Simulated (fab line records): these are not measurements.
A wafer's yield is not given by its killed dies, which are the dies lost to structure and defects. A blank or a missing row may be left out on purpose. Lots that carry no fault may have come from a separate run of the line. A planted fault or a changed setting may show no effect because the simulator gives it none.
Which of the tools did it? | flow n5 finfet | 10 lots (30 wafers sampled), 1 step of a 1938-step route

WHAT THE GAUGES SHOWED, per wafer
N5_BEOL_M9_INSPECT_30: inspects for defects (brightfield).
lot  | measured     | on                | raw defect count
L160 | day 9 07:39  | defect inspect-01 | 363 307 360
L161 | day 9 18:27  | defect inspect-02 | 293 211 202
L162 | day 9 23:16  | defect inspect-02 | 606 494 451
L163 | day 10 06:31 | defect inspect-01 | 420 506 650
L164 | day 10 07:01 | defect inspect-01 | 359 352 275
L171 | day 12 03:34 | defect inspect-02 | 368 366 648
L170 | day 12 05:22 | defect inspect-01 | 340 473 272
L172 | day 12 18:47 | defect inspect-01 | 310 397 305
L173 | day 13 07:58 | defect inspect-01 | 546 472 510
L174 | day 13 11:20 | defect inspect-01 | 294 464 405

WHAT TOOL EACH LOT RAN ON (gives the tool, then ch and the chambers of the sampled wafers, and finally the start)
There is no process step in the record ahead of these readings.

WHAT THE TOOLS THEMSELVES READ (means of the sampled wafers that have a number; where no wafer has one, the mark that the record gives instead)
The record holds no such reading with a usual standard deviation.

THE ANSWER, worked out from the rows above alone
Rule: the lots themselves supply what counts as usual. Put in order of their means at a reading, lots are off if they are a third of the lots or fewer, leave a main group of 4 or more, and stand apart from it by a gap of 3 or more times the standard deviation of the main group's means; of several such gaps the widest counts. Not used: any main group whose means are identical at the precision the tables above print for the reading. Also off: a lot with no number at a reading for which 4 or more lots have one. Where the step has rows for the other lots, those lots are counted as sound. After the gauges, taken in route order, come the tools' own readings; for these a lot's mean is taken, as printed above. At the first step where some lot is off, the reading lying furthest off is the one used; lots without a number count as furthest.
No lot is off at any reading shown: from this, nothing can be told.

WHAT THE SIMULATOR PUT IN
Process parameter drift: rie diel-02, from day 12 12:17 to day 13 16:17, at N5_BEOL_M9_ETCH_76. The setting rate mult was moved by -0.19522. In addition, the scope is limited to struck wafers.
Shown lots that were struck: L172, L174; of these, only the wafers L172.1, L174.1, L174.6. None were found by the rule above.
